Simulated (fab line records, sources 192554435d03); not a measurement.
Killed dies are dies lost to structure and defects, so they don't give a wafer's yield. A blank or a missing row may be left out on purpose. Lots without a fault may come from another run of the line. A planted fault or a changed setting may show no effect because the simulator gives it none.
Chamber matching | flow n5_finfet | N5_BEOL_M0_SAQP_PECVD_97 on pecvd-04: 3 sister chambers
The step deposits SiNx from SiH4/NH3/N2, target thk 23 nm, time 19.9 s. 3 wafers are shown with their chamber, then 12 later ones without.

WAFERS WITH THEIR CHAMBER
wafer  | chamber | throttle_valve_pct (%)
L089.5 | 2       | 42
L092.2 | 1       | 40
L092.3 | 0       | 40

WAFERS WITHOUT THEIR CHAMBER
wafer  | throttle_valve_pct (%)
L094.3 | 40
L094.4 | 40
L094.6 | 40
L095.2 | 40
L095.5 | 40
L095.6 | 40
L096.3 | 39
L096.5 | 39
L096.6 | 40
L097.2 | 40
L097.3 | 39
L097.5 | 40

WHICH CHAMBER EACH WENT THROUGH
wafer  | from the rows above     | in truth
L094.3 | can't be placed: 0 or 1 | 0
L094.4 | can't be placed: 0 or 1 | 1
L094.6 | can't be placed: 0 or 1 | 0
L095.2 | can't be placed: 0 or 1 | 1
L095.5 | can't be placed: 0 or 1 | 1
L095.6 | can't be placed: 0 or 1 | 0
L096.3 | can't be placed: 0 or 1 | 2
L096.5 | can't be placed: 0 or 1 | 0
L096.6 | can't be placed: 0 or 1 | 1
L097.2 | can't be placed: 0 or 1 | 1
L097.3 | can't be placed: 0 or 1 | 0
L097.5 | can't be placed: 0 or 1 | 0
Placed correctly: 0 of 12. Can't be placed from these rows: 12 (the true chamber is among the candidates in 11). Placed wrongly: 0.
How it was worked out, from the rows above alone: a wafer's distance from a chamber is the root of the sum, over the readings, of the square of ((its reading less the chamber's mean) divided by the reading's scatter). The wafer belongs to the nearest chamber; if the next one is less than 2 further off, it can't be placed. A chamber's mean is the mean of its shown wafers. The scatter: with one shown wafer a chamber, the root of the mean of the squares of how far each hidden wafer lies from its nearest shown one.
